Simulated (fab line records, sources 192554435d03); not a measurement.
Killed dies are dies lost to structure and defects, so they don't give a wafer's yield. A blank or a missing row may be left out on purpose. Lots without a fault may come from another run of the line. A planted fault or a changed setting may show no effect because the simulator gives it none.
fab line records | flow n5_finfet
record lots=4 wafers=12 last_day=17
route steps=1938 shown BEOL_M6@1230 BEOL_M7@1263 BEOL_M15@1830 PASSIVATION@1936
lots that met no fault: from a run of the same line without faults
start_h: hours from the record's first day to the start of the lot's first wafer shown | wait_h: hours since the lot's step before | " the same as in the row above | L1.1+2: a row that stands for several wafers | - no value, or no start given | * or withheld: withheld | < > ~ a bound
route shown NAME@n: a module of which the file shows steps, and the number in the route of the first | usual: mean/standard deviation of fault-free wafers | same: alike in all rows | chamber/n: place in a boat | sites: the reading at each site | _std_site: their standard deviation | _edge_site: outer sites' mean less inner sites' | radius_mm: how far each site lies from the wafer's centre | mask NAME#n: copy n | behind: the tool/chamber that last shaped the wafer | hold: why the lot was held/for how many hours/how that ended | device: the transistor (n, p or np) that didn't switch | end of line: the same wafers' tests at the end of the route | a step without rows: its recipe alone | killed: dies lost to structure and defects at the first sort, not the wafer's yield | map: a wafer's dies, x killed, . not, _ none there
set.NAME: the setting as run; set.NAME@STEP: as run at that earlier step | model.NAME: the simulator's own value behind a step, which no gauge read
lots at some steps of the route; a table a step, a row a wafer
services: from which hour (start_h, from the record's first day; less than 0 if before it) a tool's chamber was out of use, for how many hours, and why
## steps
# step N5_BEOL_M6_DESCUM_33
# recipe chemistry=O2 time_s=7 source_power_w=50 bias_power_w=20 pressure_mtorr=20 rf_frequency_hz=2.712e+07 temp_c=40 resist=CAR-EUV o2_flow_sccm=225
# step N5_BEOL_M6_ETCH_72
# recipe chemistry=N2/H2 target=underlayer target_depth_a=65 mask_material=CAR-EUV time_s=5.2 ion_energy_ev=200 pressure_mtorr=30 source_w=840 bias_w=150 n2_flow_sccm=200 h2_flow_sccm=200 ends=cleared
# step N5_BEOL_M6_ETCH_65
# recipe chemistry=CF4 target=SiARC target_depth_a=156 mask_material=CAR-EUV time_s=26 ion_energy_ev=80 pressure_mtorr=40 source_w=545 bias_w=36 Ar_flow_sccm=100 cf4_flow_sccm=100 ends=cleared
# step N5_BEOL_M6_ETCH_66
# recipe chemistry=N2/H2 target=SOC target_depth_a=800 overetch_a=160 mask_material=SiARC temp_c=40 time_s=120 ion_energy_ev=200 pressure_mtorr=30 source_w=840 bias_w=150 n2_flow_sccm=200 h2_flow_sccm=200
# step N5_BEOL_M6_STRIP_69
# recipe chemistry=N2/H2 temp_c=40 n2_flow_sccm=200 h2_flow_sccm=200 rf_frequency_hz=6e+07
# step N5_BEOL_M6_STRIP_73
# recipe chemistry=N2/H2 temp_c=40 n2_flow_sccm=200 h2_flow_sccm=200 rf_frequency_hz=6e+07
# step N5_BEOL_M6_VIA_ETCH_34
# recipe chemistry=C4F6/O2 target=SiCOH_lowk target_depth_a=1263 mask_material=SOC taper_deg=4 time_s=50.9 ion_energy_ev=250 pressure_mtorr=30 source_w=345 bias_w=185 Ar_flow_sccm=300 C4F6_flow_sccm=10 O2_flow_sccm=10
# step N5_BEOL_M6_STRIP_76
# recipe chemistry=C4F6/O2 resist=SiARC rf_frequency_hz=6e+07
# step N5_BEOL_M6_STRIP_36
# recipe chemistry=N2/H2 power_w=450 temp_c=40 pressure_mtorr=20 rf_frequency_hz=6e+07 overash_fraction=0.3 bias_power_w=7 h2_frac=0.5 n2_flow_sccm=200 h2_flow_sccm=200
# step N5_BEOL_M6_TRENCH_ETCH_37
# recipe chemistry=C4F6/O2 target_depth_a=944.35 target=SiCOH_lowk time_s=31.5 ion_energy_ev=250 pressure_mtorr=30 source_w=345 bias_w=185 Ar_flow_sccm=300 C4F6_flow_sccm=10 O2_flow_sccm=10
# usual drypump_motor_current_A=5.5/0.47 oes_f_703_au=0.78/0.064 oes_product_au=0.78/0.068 rf_fwd_power_W=340.0/1.9 rf_vpp_V=667/9.2 showerhead_plenum_p_Torr=2.83/0.093 throttle_valve_pct=20.94/0.24
# columns lot.wafer tool chamber start_h wait_h drypump_motor_current_A oes_f_703_au oes_product_au rf_fwd_power_W rf_hours_counter_h rf_vpp_V showerhead_plenum_p_Torr throttle_valve_pct model.BEOL_M6.feature_depth_nm model.etch.depth_nm
L936.1 rie_diel-06 2 215.94 - 5.2 0.63 0.75 277.1 124 747 2.74 20.98 88.8 88.89
L936.3 " 0 " " 5.0 0.57 0.69 277.6 199 720 2.93 21.14 87.4 87.39
L936.6 " 2 " " 5.2 0.63 0.76 276.6 - 744 2.74 20.97 88.8 88.82
L937.2 rie_diel-06 3 225.72 - 4.9 0.61 0.76 278.1 95 747 2.74 20.52 86.6 86.66
L937.4 " 2 " " 5.2 0.63 0.75 277.5 127 744 2.74 20.98 90 90.09
L937.5 " 0 " " 5.0 0.56 0.69 277.4 - 720 2.93 21.14 88.4 88.47
L939.1 rie_diel-01 2 238.51 - 5.1 0.75 0.76 338.0 133 658 2.98 21.33 92.8 92.79
L939.3 " 0 " " 5.6 0.72 0.71 343.1 231 666 2.79 21.08 94.2 94.1
L939.4 " 3 " " 6.5 0.84 0.83 337.3 72 674 2.99 20.60 95.6 95.67
L950.2 rie_diel-06 0 314.02 - 5.1 0.70 0.70 341.0 234 650 2.91 21.20 92.6 92.58
L950.3 " 1 " " 5.4 0.73 0.75 340.7 148 677 2.86 21.04 93.8 93.83
L950.6 " 2 " " 5.2 0.77 0.75 341.0 - 672 2.72 21.03 95.6 95.52
# step N5_BEOL_M6_ETCH_41
# recipe chemistry=CH3F/O2 target=SiCN target_depth_a=297 taper_deg=2 time_s=52 ion_energy_ev=120 mask_material=TiN pressure_mtorr=30 source_w=395 bias_w=75 Ar_flow_sccm=150 CH3F_flow_sccm=30 O2_flow_sccm=20
# step N5_BEOL_M6_STRIP_80
# recipe chemistry=N2/H2 time_s=10 power_w=450 temp_c=40 pressure_mtorr=20 rf_frequency_hz=6e+07 bias_power_w=7 n2_flow_sccm=200 h2_flow_sccm=200
# step N5_BEOL_M6_OCD_MEAS_38
# usual trench_depth_nm=94.1/1.5
# columns lot.wafer tool chamber start_h wait_h trench_depth_nm
L936.1 ocd-01 - 216.09 - 88.7
L936.3 " - " " 87.4
L936.6 " - " " 88.3
L937.2 ocd-01 - 225.88 - 86.6
L937.4 " - " " 89.8
L937.5 " - " " 88.3
L939.1 ocd-01 - 238.66 - 92.8
L939.3 " - " " 93.9
L939.4 " - " " 95.7
L950.2 ocd-01 - 314.17 - 92.9
L950.3 " - " " 94.1
L950.6 " - " " 95.6
# step N5_BEOL_M6_HM_STRIP_39
# recipe chemistry=peroxide_tin_strip material=TiN target_depth_a=250 temp_c=50 time_s=158
# step N5_BEOL_M6_SRD_40
# recipe time_s=30 temp_c=23 rinse_liquid=diw dry=ipa_marangoni
# step N5_BEOL_M6_PRECLEAN_42
# recipe chemistry=residue_remover time_s=60 temp_c=40
# step N5_BEOL_M6_SRD_43
# recipe time_s=30 temp_c=23 rinse_liquid=diw dry=ipa_marangoni
# step N5_BEOL_M6_CURE_75
# recipe temp_c=370 time_s=120 ambient=DMADMS/He material=SiCOH_lowk
# step N5_BEOL_M6_DEGAS_44
# recipe ambient=vacuum temp_c=250 time_s=60
# step N5_BEOL_M6_PRE_CLEAN_45
# recipe gas=H2/He time_s=30 temp_c=250
# step N5_BEOL_M6_ALD_77
# recipe material=TaN target_thk_a=20 temp_c=275 ald_precursor_family=PDMAT ald_co_reactant=NH3 pressure_torr=3 carrier_flow_sccm=1500 pulse_time_s=2 purge_time_s=3 co_reactant_purge_time_s=2 co_reactant_pulse_time_s=3 ald_cycles=40 precursor_vessel_temp_c=75 precursor_vessel_pressure_torr=26.25 precursor_vessel_carrier_sccm=1000
# step N5_BEOL_M6_SURFACE_TREAT_79
# recipe gas=Ar time_s=* ion_energy_ev=* ion_current_ma_cm2=0.5 pressure_mtorr=* ar_flow_sccm=30
# step N5_BEOL_M6_CVD_78
# recipe material=Co target_thk_a=20 temp_c=withheld precursor=CCTBA/H2 pressure_torr=30 time_s=142.3
# step N5_BEOL_M6_SPUTTER_48
# recipe material=Cu target_thk_a=100 temp_c=-20 bias_v=60 power_w=26000 chamber_pressure_pa=0.13 time_s=1.667
# step N5_BEOL_M6_ECD_50
# recipe material=Cu target_thk_a=3000
# step N5_BEOL_M6_ANNEAL_51
# recipe temp_c=225 time_s=90 ambient=N2
# step N5_BEOL_M6_CMP_52
# recipe stop_on=SiCOH_lowk t_overpolish_s=6.9 down_force_psi=1 platen_rpm=50 clearing_platen_down_force_psi=1.5 clearing_platen_rpm=50 post_cmp_clean=cu_alkaline target_thk_nm=80 clearing_platen_pad_velocity_m_s=0.99484 pad_velocity_m_s=0.99484
# usual barrier_field_endpoint_s=28.7/0.73 motor_current_A=6.1/0.45 overpolish_run_s=6.900/0.0092 time_to_endpoint_s=61/3.5
# columns lot.wafer tool chamber start_h wait_h barrier_field_endpoint_s motor_current_A overpolish_run_s time_to_endpoint_s model.Cu_of_BEOL_M6_ECD_50.thk_nm
L936.1 cmp-03 1 218.31 0.3 27.1 5.3 6.901 58 72.4
L936.3 " 3 " " 27.2 5.5 6.900 56 70.6
L936.6 " 1 " " 28.3 5.5 6.893 60 72.4
L937.2 cmp-02 2 227.87 0.2 28.3 6.1 6.906 57 70.8
L937.4 " 0 " " 28.1 6.0 6.892 61 76
L937.5 " 2 " " 28.9 6.0 6.884 61 73.6
L939.4 cmp-02 1 241.07 0.1 28.6 6.4 6.902 62 81.8
L939.3 " 2 " " 28.8 5.8 6.902 63 80
L939.1 " 3 " " 28.9 6.6 6.913 64 78.8
L950.2 cmp-02 0 317.70 0.2 28.8 6.2 6.910 65 79.4
L950.3 " 1 " " 27.5 6.0 6.893 59 79
L950.6 " 0 " " 28.0 6.2 6.900 61 82
# step N5_BEOL_M6_THK_MEAS_53
# recipe thk_meas_gauge=xrf reads=Cu_of_BEOL_M6_ECD_50
# usual M6_THK=80.2/2
# columns lot.wafer tool chamber start_h wait_h M6_THK[nm]
L936.1 film_metro-02 - 218.56 - 72.8
L936.3 " - " " 70.9
L936.6 " - " " 72.9
L937.2 film_metro-01 - 228.17 - 71.8
L937.4 " - " " 76.8
L937.5 " - " " 74.9
L939.1 film_metro-02 - 241.37 - 79.5
L939.3 " - " " 81.4
L939.4 " - " " 82.7
L950.2 film_metro-01 - 317.99 - 80.1
L950.3 " - " " 79.9
L950.6 " - " " 83.1
# step N5_BEOL_M6_PRE_CLEAN_55
# recipe gas=NH3 time_s=15 temp_c=withheld rf_power_w=300
# step N5_BEOL_M6_DEP_56
# recipe material=SiCN target_thk_a=100 temp_c=withheld precursor=3MS/NH3 pressure_torr=3 rf_w=202 time_s=17.5
# step N5_BEOL_M6_RS_MEAS_57
# recipe thk_meas_gauge=four-point-probe reads=Cu_of_BEOL_M6_ECD_50+Co_of_BEOL_M6_CVD_78+TaN_of_BEOL_M6_ALD_77
# usual M6_RS=0.289/0.0085
# columns lot.wafer tool chamber start_h wait_h M6_RS[ohm/sq]
L936.1 film_metro-01 - 218.69 0.1 0.321
L936.3 " - " " 0.332
L936.6 " - " " 0.322
L937.2 film_metro-02 - 228.30 0.1 0.330
L937.4 " - " " 0.303
L937.5 " - " " 0.316
L939.1 film_metro-01 - 241.50 0.1 0.291
L939.3 " - " " 0.286
L939.4 " - " " 0.279
L950.2 film_metro-01 - 318.12 0.1 0.289
L950.3 " - " " 0.290
L950.6 " - " " 0.277
# step N5_BEOL_M7_ILD_DEP_00
# recipe material=SiCOH_lowk target_thk_a=1797.5 temp_c=300 precursor=DEMS/porogen pressure_torr=5 rf_w=500 time_s=33.4
# step N5_BEOL_M7_CURE_74
# recipe temp_c=385 time_s=240 ambient=He/Ar material=SiCOH_lowk
# step N5_BEOL_M7_PECVD_70
# recipe material=SiO2 target_thk_a=200 temp_c=400 precursor=TEOS/O2 pressure_torr=5.5 rf_w=450 teos_flow_sccm=53.8 gas=O2 flow_sccm=3000 time_s=22.7
# step N5_BEOL_M7_HM_DEP_02
# recipe material=TiN target_thk_a=200 temp_c=25 chamber_pressure_pa=0.49996
# step N5_BEOL_M7_COAT_59
# recipe resist=SOC temp_c=250 time_s=60 spin_rpm=1500 resist_thk_nm=100
# step N5_BEOL_M15_RC_MEAS_101
# usual etest_temp_c=25.03/0.092 COMB_M10=1.4e-11/3.1e-12 COMB_M11=1.4e-11/3.5e-12 COMB_M12=5.8e-12/1.3e-12 COMB_M13=4.2e-12/1.1e-12 COMB_M14=3.1e-12/7.3e-13 COMB_M15=1.9e-12/5.6e-13 COMB_M5=3.4e-11/7.2e-12 COMB_M6=2.6e-11/5.8e-12 COMB_M7=2.5e-11/5.3e-12 COMB_M8=2.5e-11/5.4e-12 COMB_M9=1.4e-11/3.1e-12 COMB_M9_max_site=2e-11/4.6e-12 SERP_M10=3.05/0.091 SERP_M11=3.11/0.081 SERP_M12=0.625/0.017 SERP_M13=0.310/0.0066 SERP_M13_max_site=0.313/0.0067 SERP_M14=0.162/0.0053 SERP_M5=38.8/1.7 SERP_M6=14.2/0.6 SERP_M7=14.0/0.55 SERP_M7_max_site=14.6/0.62 SERP_M8=14.0/0.57 SERP_M9=3.08/0.087 SERP_M9_max_site=3.18/0.09
# columns lot.wafer tool chamber start_h wait_h etest_temp_c COMB_M10[S/m] COMB_M11[S/m] COMB_M12[S/m] COMB_M13[S/m] COMB_M14[S/m] COMB_M15[S/m] COMB_M5[S/m] COMB_M6[S/m] COMB_M7[S/m] COMB_M8[S/m] COMB_M9[S/m] COMB_M9_max_site[S/m] SERP_M10[ohm/um] SERP_M11[ohm/um] SERP_M12[ohm/um] SERP_M13[ohm/um] SERP_M13_max_site[ohm/um] SERP_M14[ohm/um] SERP_M5[ohm/um] SERP_M6[ohm/um] SERP_M7[ohm/um] SERP_M7_max_site[ohm/um] SERP_M8[ohm/um] SERP_M9[ohm/um] SERP_M9_max_site[ohm/um]
L936.1 prober-01 0 286.08 0.0 25.12 1.9e-11 1.5e-11 6.6e-12 4.7e-12 2.5e-12 2.4e-12 3.2e-11 2.5e-11 2.2e-11 1.9e-11 1.1e-11 1.6e-11 2.99 3.15 0.632 0.306 0.310 0.168 42.3 15.6 13.5 14.0 14.5 3.11 3.24
L936.3 " 0 " " 25.07 1.2e-11 1.8e-11 4.4e-12 4.3e-12 2.8e-12 1.7e-12 3.7e-11 3.1e-11 2.8e-11 2.6e-11 1.4e-11 1.8e-11 3.02 3.00 0.614 0.320 0.324 0.166 40.4 15.6 13.5 14.2 13.2 3.04 3.13
L936.6 " 0 " " 25.13 1.3e-11 1.5e-11 5e-12 5.3e-12 2.3e-12 1.6e-12 3.3e-11 3e-11 2.6e-11 2.8e-11 1.1e-11 1.6e-11 3.09 3.09 0.633 0.303 0.306 0.169 39.2 15.5 13.5 14.2 13.0 3.16 3.21
L937.2 prober-01 0 301.95 0.2 25.12 1.3e-11 9e-12 5e-12 4.2e-12 2.6e-12 1.4e-12 3.6e-11 1.8e-11 2e-11 2.4e-11 1.9e-11 2.2e-11 3.20 3.03 0.631 0.314 0.318 0.165 39.3 16.5 13.9 14.5 14.5 3.14 3.20
L937.4 " 0 " " 24.96 1e-11 1e-11 5.5e-12 2.7e-12 3.4e-12 1.3e-12 3.4e-11 2.2e-11 3.4e-11 2.9e-11 1.5e-11 1.9e-11 3.00 3.14 0.632 0.316 0.318 0.165 39.5 15.8 14.2 14.6 13.8 3.11 3.14
L937.5 " 0 " " 25.03 1e-11 1.4e-11 4.9e-12 6.5e-12 3.3e-12 1.3e-12 3.3e-11 2.9e-11 2.5e-11 3e-11 2.1e-11 2.3e-11 3.11 3.14 0.630 0.315 0.318 0.161 40.3 16.0 13.4 13.8 13.8 3.12 3.19
L939.1 prober-02 0 314.18 0.0 25.12 2.1e-11 1.8e-11 7e-12 4.8e-12 3.1e-12 2.8e-12 2.6e-11 1.6e-11 1.8e-11 2.3e-11 1.4e-11 1.6e-11 3.01 3.08 0.639 0.319 0.322 0.165 37.7 14.0 15.3 15.7 15.2 3.17 3.22
L939.3 " 0 " " 25.13 2.6e-11 1.8e-11 5.7e-12 5.1e-12 3.3e-12 2.4e-12 3.3e-11 2.4e-11 2.9e-11 2.2e-11 1.4e-11 1.7e-11 3.21 3.04 0.657 0.299 0.302 0.164 38.9 14.0 14.2 14.6 14.6 3.09 3.22
L939.4 " 0 " " 25.01 2.4e-11 1.9e-11 6.7e-12 6.2e-12 2.7e-12 2.2e-12 3.8e-11 1.8e-11 2.3e-11 3.5e-11 1.7e-11 1.9e-11 3.12 3.12 0.641 0.303 0.306 0.162 36.9 13.8 13.9 14.2 14.4 3.10 3.27
L950.2 prober-02 0 385.38 0.2 25.11 1.6e-11 1.4e-11 3.8e-12 3.3e-12 1.9e-12 1.6e-12 3.6e-11 2.7e-11 2.5e-11 2.5e-11 1e-11 1.5e-11 3.08 3.15 0.640 0.313 0.315 0.164 37.7 13.6 14.0 14.5 13.4 3.14 3.19
L950.3 " 0 " " 25.10 1.3e-11 1.2e-11 5.8e-12 3.1e-12 2.9e-12 2.2e-12 4.4e-11 2.2e-11 2e-11 2.6e-11 1.3e-11 1.7e-11 3.14 3.09 0.626 0.315 0.318 0.148 37.6 14.1 13.9 14.9 14.4 3.11 3.22
L950.6 " 0 " " 25.03 1e-11 1.4e-11 4.1e-12 4.2e-12 2.1e-12 2.6e-12 3.2e-11 2.6e-11 1.9e-11 2.3e-11 1.3e-11 2.1e-11 2.92 3.14 0.605 0.308 0.314 0.163 39.2 12.9 13.9 14.4 13.9 3.22 3.34
# sites SERP_M6 radius_mm=0,75,75,75,75,140,140,140,140
L936.1 15.6 15.6 15.7 16.0 15.6 15.6 15.5 15.7 15.8
L937.2 15.7 15.9 16.8 16.5 16.6 16.1 17.1 16.7 15.9
L939.1 13.9 14.4 13.8 14.3 14.3 14.4 13.8 14.0 13.9
L950.2 13.1 13.6 13.4 13.3 13.8 13.9 13.8 14.0 13.5
# step N5_PASSIVATION_PROBE_49
# usual defect_limited_yield=91.3/1.5 killed_at_M0_to_M3=34/9.4 killed_at_M4_up=13/5.3 killed_at_contacts=13/5.7 killed_at_front_end=40/10 killed_at_other=3.7/2.8 killed_dies=103/17 killed_open=67/13 killed_short=35/8.5 sort_bin_4_leakage=0.00/0.016 sort_bin_5_function=5.0/0.98 sort_bin_6_memory=3.3/0.7 sort_n_pass=1077/17 sort_yield_pct=91.3/1.5
# same gross_dies=1180 killed_at_back_side=0 sort_bin_8_speed[%]=0
# columns lot.wafer tool chamber start_h wait_h defect_limited_yield[%] killed_at_M0_to_M3 killed_at_M4_up killed_at_contacts killed_at_front_end killed_at_other killed_dies killed_open killed_short sort_bin_4_leakage[%] sort_bin_5_function[%] sort_bin_6_memory[%] sort_n_pass sort_yield_pct[%]
L939.1 prober-02 - 326.67 0.1 91.4 29 14 14 41 3 101 70 29 0 4.5 3.7 1079 91.4
L939.3 prober-02 - 326.77 0.2 91.4 36 16 14 34 2 102 64 38 0 4.7 3.4 1078 91.4
L939.4 prober-02 - 326.82 0.3 92.5 20 8 12 47 1 88 53 34 0 3.6 3.4 1092 92.5
# killed by level:class
L939.1 MOL_CONTACT_COAG:geometric_particle:open=10 STI_FIN_REVEAL:geometric_particle:open=9 BEOL_M1:geometric_particle:open=9 GATE_CUT:geometric_particle:short=8 FIN_SAQP:geometric_particle:open=7 BEOL_M0_SAQP:geometric_particle:open=6 DUMMY_GATE:geometric_particle:open=5 BEOL_M3:geometric_particle:open=5
L939.3 MOL_CONTACT_COAG:geometric_particle:open=12 FIN_SAQP:geometric_particle:short=9 BEOL_M1:geometric_particle:open=9 BEOL_M2:geometric_particle:open=8 STI_FIN_REVEAL:geometric_particle:open=5 ILD0:geometric_particle:short=4 BEOL_M0_SAQP:geometric_particle:short=4 BEOL_M1:geometric_particle:short=4
L939.4 STI_FIN_REVEAL:geometric_particle:open=9 FIN_SAQP:geometric_particle:short=8 GATE_CUT:geometric_particle:short=7 MOL_CONTACT_COAG:geometric_particle:open=7 BEOL_M0_SAQP:geometric_particle:open=7 FIN_SAQP:geometric_particle:open=6 MOL_CONTACT_COAG:geometric_particle:short=5 BEOL_M2:geometric_particle:open=5
## services
# columns tool chamber start_h hours kind
rie_diel-06 1 254.91 6.7 repair
rie_diel-06 3 258.08 2.7 repair
cmp-03 - 260.77 3.3 pm
cmp-03 - 273.35 1.4 repair
cmp-03 - 292.18 4.0 pm
cmp-03 - 296.18 - consumable_replace:conditioner
cmp-03 - 296.18 - consumable_replace:pad
rie_diel-01 0 299.89 - clean
rie_diel-01 0 299.89 - consumable_replace:focus_ring
rie_diel-01 0 299.89 15.7 scheduled_down
rie_diel-01 0 299.89 15.7 vent_cycle
cmp-03 - 312.01 4.2 repair
## key
first_sign step=N5_BEOL_M6_TRENCH_ETCH_37 reading=rf_fwd_power_W direction=down sigmas=34 usual=* struck=*
effect step=N5_BEOL_M6_TRENCH_ETCH_37 reading=rf_vpp_V direction=up sigmas=7.6 usual=667 struck=737
effect step=N5_BEOL_M6_OCD_MEAS_38 reading=trench_depth_nm direction=down sigmas=3.8 usual=94.1 struck=88.2
effect step=N5_BEOL_M6_THK_MEAS_53 reading=M6_THK direction=down sigmas=3.4 usual=80.2 struck=73.3
effect step=N5_BEOL_M6_RS_MEAS_57 reading=M6_RS direction=up sigmas=3.7 usual=0.289 struck=0.321
effect step=N5_BEOL_M15_RC_MEAS_101 reading=SERP_M6 direction=up sigmas=2.8 usual=14.2 struck=15.8
model_effect step=N5_BEOL_M6_TRENCH_ETCH_37 value=BEOL_M6.feature_depth_nm without=95.43 struck=88.33
model_effect step=N5_BEOL_M6_CMP_52 value=Cu_of_BEOL_M6_ECD_50.thk_nm without=79.67 struck=72.63
met_at N5_BEOL_M6_TRENCH_ETCH_37
struck_wafers L936.1,L936.3,L936.6,L937.2,L937.4,L937.5
fault kind=process_parameter_drift tool=rie_diel-06 chamber=- onset_h=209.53 steps=N5_BEOL_M6_TRENCH_ETCH_37 channel=source_w offset=-62.1 shape=step end_h=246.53 acts_in=these_recipes_only stated=345
